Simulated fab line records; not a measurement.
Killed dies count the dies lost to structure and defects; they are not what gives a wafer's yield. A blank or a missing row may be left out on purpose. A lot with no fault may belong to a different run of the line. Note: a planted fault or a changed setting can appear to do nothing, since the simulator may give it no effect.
Which tool is to blame? | flow n5-finfet | 24 lots, 72 wafers sampled, at 4 steps of a route of 1938

## WHAT THE GAUGES READ, wafer by wafer
N5_BEOL_M9_OVL_MEAS_29. Usual: for V8_OVL the level is -0.2 nm and the standard deviation is 0.72.
lot  | measured     | on         | V8_OVL (nm)    | flag
L074 | day 9 11:04  | overlay-02 | -1.7 -0.7 -1.3 |
L075 | day 9 17:33  | overlay-01 | -0.3 -1.0 -0.6 |
L076 | day 9 22:16  | overlay-02 | -0.6 0.2 0.3   |
L077 | day 10 07:03 | overlay-01 | -0.1 0.1 -0.1  |
L078 | day 10 06:58 | overlay-02 | 0.0 0.5 -0.8   |
L079 | day 10 23:19 | overlay-01 | 0.8 0.5 -0.4   |
L080 | day 11 02:28 | overlay-02 | -0.9 0.1 -1.2  |
L081 | day 11 11:04 | overlay-02 | -1.6 -1.5 -0.1 |
L082 | day 12 01:07 | overlay-02 | 0.1 -0.1 -0.5  |
L083 | day 12 00:56 | overlay-01 | 0.1 -0.7 -0.1  |
L085 | day 12 04:45 | overlay-01 | -0.4 -1.2 -1.6 |
L084 | day 12 08:16 | overlay-01 | -0.2 0.0 -0.6  |
L086 | day 12 21:37 | overlay-01 | 0.8 1.6 0.8    |
L087 | day 13 00:50 | overlay-02 | -1.1 -1.4 -0.3 |
L088 | day 13 01:01 | overlay-02 | -0.2 -0.1 -0.9 |
L089 | day 13 02:36 | overlay-01 | 0.2 0.4 -0.3   |
L090 | day 13 16:05 | overlay-01 | -0.1 0.5 0.3   |
L091 | day 13 18:50 | overlay-02 | 1.5 1.1 0.6    |
L092 | day 14 00:56 | overlay-01 | -0.5 -0.1 -1.4 |
L094 | day 14 22:58 | overlay-02 | 0.1 -0.1 -0.4  |
L093 | day 14 22:55 | overlay-01 | -0.5 -0.3 -0.6 |
L095 | day 14 22:53 | overlay-02 | -0.3 -0.1 -1.0 |
L096 | day 15 12:07 | overlay-02 | -1.3 -0.5 -2.4 |
L097 | day 15 14:46 | overlay-02 | -0.7 0.0 0.0   |

N5_BEOL_M9_INSPECT_30: inspects for defects (brightfield). Usual: raw-defect-count at 397, with a standard deviation of 97.
lot  | measured     | on                | raw-defect-count | flag
L074 | day 9 11:08  | defect-inspect-01 | 311 331 367      |
L075 | day 9 17:36  | defect-inspect-02 | 424 704 529      |
L076 | day 9 22:19  | defect-inspect-01 | 443 443 463      |
L077 | day 10 07:07 | defect-inspect-02 | 428 616 414      |
L078 | day 10 07:02 | defect-inspect-01 | 332 385 355      |
L079 | day 10 23:22 | defect-inspect-01 | 256 347 386      |
L080 | day 11 02:31 | defect-inspect-02 | 487 536 566      |
L081 | day 11 11:07 | defect-inspect-01 | 361 297 363      |
L082 | day 12 01:10 | defect-inspect-01 | 395 383 400      |
L083 | day 12 00:59 | defect-inspect-02 | 549 534 456      |
L085 | day 12 04:49 | defect-inspect-01 | 363 458 456      |
L084 | day 12 08:20 | defect-inspect-01 | 198 261 186      |
L086 | day 12 21:41 | defect-inspect-02 | 382 386 283      |
L087 | day 13 00:53 | defect-inspect-02 | 500 528 563      |
L088 | day 13 01:04 | defect-inspect-01 | 628 514 514      |
L089 | day 13 02:40 | defect-inspect-01 | 305 173 403      |
L090 | day 13 16:08 | defect-inspect-02 | 459 445 329      |
L091 | day 13 18:53 | defect-inspect-01 | 353 326 401      |
L092 | day 14 01:00 | defect-inspect-01 | 409 392 460      |
L094 | day 14 23:01 | defect-inspect-02 | 359 306 301      |
L093 | day 14 22:59 | defect-inspect-01 | 315 439 377      |
L095 | day 14 22:56 | defect-inspect-02 | 420 388 375      |
L096 | day 15 12:10 | defect-inspect-02 | 453 430 387      |
L097 | day 15 14:50 | defect-inspect-02 | 349 383 311      |

## TOOL THAT RAN EACH LOT (tool first, then ch and the chambers of the sampled wafers, then the start)
lot  | N5_BEOL_M9_PECVD_70             | N5_BEOL_M9_STRIP_67
L074 | pecvd-01 ch 0,2, day 9 09:17    | rie-diel-03 ch 0,1, day 9 10:16
L075 | pecvd-01 ch 0,1, day 9 15:16    | rie-diel-01 ch 2,3, day 9 16:24
L076 | pecvd-01 ch 0, day 9 17:52      | rie-diel-03 ch 0,3, day 9 20:04
L077 | pecvd-02 ch 0,2, day 10 02:37   | rie-diel-01 ch 1,2, day 10 05:12
L078 | pecvd-02 ch 0,2, day 10 03:02   | rie-diel-02 ch 0,3, day 10 05:26
L079 | pecvd-04 ch 0,1,2, day 10 18:53 | rie-diel-01 ch 1,2,3, day 10 22:01
L080 | pecvd-04 ch 0,1,2, day 10 22:45 | rie-diel-01 ch 1,3, day 11 01:17
L081 | pecvd-04 ch 0,1,2, day 11 04:35 | rie-diel-02 ch 0,1,2, day 11 10:16
L082 | pecvd-02 ch 0,1, day 11 20:55   | rie-diel-01 ch 0,3, day 11 23:36
L083 | pecvd-02 ch 0,1, day 11 21:33   | rie-diel-03 ch 1,2, day 11 23:53
L085 | pecvd-02 ch 1,2, day 12 01:49   | rie-diel-03 ch 0,3, day 12 03:21
L084 | pecvd-04 ch 0,1,2, day 12 05:43 | rie-diel-03 ch 0,1,2, day 12 07:28
L086 | pecvd-01 ch 0,1, day 12 19:12   | rie-diel-03 ch 0,2,3, day 12 20:11
L087 | pecvd-02 ch 0,1,2, day 12 21:26 | rie-diel-01 ch 1,2,3, day 12 23:43
L088 | pecvd-01 ch 0,1,2, day 12 21:56 | rie-diel-02 ch 1,2,3, day 12 23:52
L089 | pecvd-01 ch 0,1,2, day 12 23:59 | rie-diel-03 ch 0,1,3, day 13 01:55
L090 | pecvd-01 ch 0,2, day 13 09:49   | rie-diel-03 ch 0,3, day 13 13:14
L091 | pecvd-01 ch 0,1,2, day 13 15:29 | rie-diel-01 ch 0,2,3, day 13 17:54
L092 | pecvd-01 ch 0,1,2, day 13 20:41 | rie-diel-02 ch 0,1,3, day 13 23:25
L094 | pecvd-01 ch 0,1,2, day 14 18:09 | rie-diel-01 ch 0,2, day 14 19:37
L093 | pecvd-02 ch 0,1,2, day 14 18:32 | rie-diel-01 ch 0,2,3, day 14 20:13
L095 | pecvd-02 ch 1,2, day 14 18:53   | rie-diel-03 ch 0,2, day 14 20:32
L096 | pecvd-04 ch 0,1,2, day 15 08:17 | rie-diel-03 ch 1,3, day 15 10:36
L097 | pecvd-04 ch 0,1, day 15 12:46   | rie-diel-02 ch 0,1,3, day 15 14:01
- N5_BEOL_M9_PECVD_70: deposits SiO2 from TEOS/O2, target thk 20 nm, time 22.7 s.
- N5_BEOL_M9_STRIP_67: strips in CF4.

## WHAT THE TOOLS THEMSELVES READ (means of the sampled wafers that have a number; where no wafer has one, the mark that the record gives instead)
N5_BEOL_M9_PECVD_70. Usual: heater-power-w 694 W, standard deviation 72; showerhead-plenum-p-Torr 8.81 Torr, standard deviation 0.069; susceptor-temp-C 400.04 C, standard deviation 0.24; throttle-valve-pct 22.0 %, standard deviation 1.3.
lot  | tool     | heater-power-w (W) | showerhead-plenum-p-Torr (Torr) | susceptor-temp-C (C) | throttle-valve-pct (%) | flag
L074 | pecvd-01 | 696                | 8.86                            | 400.05               | 21.7                   |
L075 | pecvd-01 | 657                | 8.80                            | 400.07               | 21.3                   |
L076 | pecvd-01 | 581                | 8.87                            | 400.36               | 21.2                   |
L077 | pecvd-02 | 619                | 8.81                            | 399.78               | 22.5                   |
L078 | pecvd-02 | 684                | 8.79                            | 399.89               | 22.7                   |
L079 | pecvd-04 | 772                | 8.85                            | 400.03               | 21.4                   |
L080 | pecvd-04 | 777                | 8.84                            | 400.20               | 21.3                   |
L081 | pecvd-04 | 786                | 8.87                            | 400.15               | 21.4                   |
L082 | pecvd-02 | 734                | 8.82                            | 399.85               | 23.1                   |
L083 | pecvd-02 | 718                | 8.80                            | 400.11               | 23.0                   |
L085 | pecvd-02 | 711                | 8.82                            | 399.95               | 22.1                   |
L084 | pecvd-04 | 763                | 8.86                            | 399.86               | 21.4                   |
L086 | pecvd-01 | 625                | 8.79                            | 400.11               | 21.6                   |
L087 | pecvd-02 | 653                | 8.81                            | 400.24               | 22.9                   |
L088 | pecvd-01 | 650                | 8.79                            | 399.99               | 21.6                   |
L089 | pecvd-01 | 608                | 8.78                            | 400.14               | 21.4                   |
L090 | pecvd-01 | 622                | 8.82                            | 400.07               | 20.8                   |
L091 | pecvd-01 | 645                | 8.79                            | 400.02               | 21.6                   |
L092 | pecvd-01 | 696                | 8.78                            | 400.00               | 21.4                   |
L094 | pecvd-01 | 658                | 8.79                            | 399.93               | 21.5                   |
L093 | pecvd-02 | 665                | 8.82                            | 400.20               | 23.1                   |
L095 | pecvd-02 | 725                | 8.81                            | 399.66               | 22.1                   |
L096 | pecvd-04 | 796                | 8.86                            | 400.30               | 21.5                   |
L097 | pecvd-04 | 768                | 8.90                            | 400.42               | 22.6                   |

N5_BEOL_M9_STRIP_67. Usual: drypump-motor-current-A 5.8 A, standard deviation 0.34; oes-product-au 0.76 a.u., standard deviation 0.083; rf-vpp-V 271.0 V, standard deviation 1.6; showerhead-plenum-p-Torr 1.79 Torr, standard deviation 0.053; throttle-valve-pct 13.71 %, standard deviation 0.24.
lot  | tool        | drypump-motor-current-A (A) | oes-product-au (a.u.) | rf-vpp-V (V) | showerhead-plenum-p-Torr (Torr) | throttle-valve-pct (%) | flag
L074 | rie-diel-03 | 6.0                         | 0.74                  | 272.0        | 1.86                            | 13.88                  |
L075 | rie-diel-01 | 6.0                         | 0.76                  | 270.0        | 1.76                            | 13.70                  |
L076 | rie-diel-03 | 5.8                         | 0.72                  | 270.0        | 1.75                            | 13.69                  |
L077 | rie-diel-01 | 6.0                         | 0.74                  | 270.2        | 1.75                            | 13.74                  |
L078 | rie-diel-02 | 5.6                         | 0.77                  | 270.6        | 1.78                            | 13.41                  |
L079 | rie-diel-01 | 5.7                         | 0.73                  | 270.4        | 1.77                            | 13.77                  |
L080 | rie-diel-01 | 5.5                         | 0.72                  | 271.6        | 1.78                            | 13.81                  |
L081 | rie-diel-02 | 5.7                         | 0.76                  | 271.6        | 1.78                            | 13.81                  |
L082 | rie-diel-01 | 5.6                         | 0.70                  | 269.7        | 1.78                            | 13.72                  |
L083 | rie-diel-03 | 6.1                         | 0.87                  | 274.0        | 1.87                            | 13.63                  |
L085 | rie-diel-03 | 5.7                         | 0.71                  | 271.1        | 1.80                            | 13.73                  |
L084 | rie-diel-03 | 6.0                         | 0.80                  | 273.2        | 1.86                            | 13.72                  |
L086 | rie-diel-03 | 5.8                         | 0.78                  | 271.2        | 1.81                            | 13.64                  |
L087 | rie-diel-01 | 5.8                         | 0.72                  | 270.7        | 1.76                            | 13.81                  |
L088 | rie-diel-02 | 5.4                         | 0.77                  | 270.7        | 1.77                            | 13.53                  |
L089 | rie-diel-03 | 5.9                         | 0.72                  | 270.6        | 1.80                            | 13.83                  |
L090 | rie-diel-03 | 5.7                         | 0.71                  | 269.9        | 1.75                            | 13.74                  |
L091 | rie-diel-01 | 5.8                         | 0.80                  | 270.2        | 1.76                            | 13.57                  |
L092 | rie-diel-02 | 5.8                         | 0.78                  | 270.0        | 1.77                            | 13.59                  |
L094 | rie-diel-01 | 5.9                         | 0.86                  | 270.0        | 1.76                            | 13.35                  |
L093 | rie-diel-01 | 5.8                         | 0.78                  | 269.4        | 1.76                            | 13.59                  |
L095 | rie-diel-03 | 5.8                         | 0.77                  | 272.5        | 1.85                            | 13.68                  |
L096 | rie-diel-03 | 5.9                         | 0.71                  | 269.1        | 1.75                            | 13.87                  |
L097 | rie-diel-02 | 5.8                         | 0.77                  | 270.3        | 1.77                            | 13.62                  |

## THE ANSWER, worked out from the rows above alone
Rule: lot off if the mean of its wafers having a number is beyond 3 standard deviations from the usual mean. A lot without any number at a reading at which 4 lots or more have one is off too. The other lots that the step has rows for count as sound. After the gauges, taken in route order, come the tools' own readings; for these a lot's mean is taken, as printed above. At the first step where some lot is off, the reading lying furthest off is the one used; lots without a number count as furthest.
Across all readings shown, no lot is off: no conclusion can be drawn from this.

## WHAT HAD BEEN PUT IN BY THE SIMULATOR
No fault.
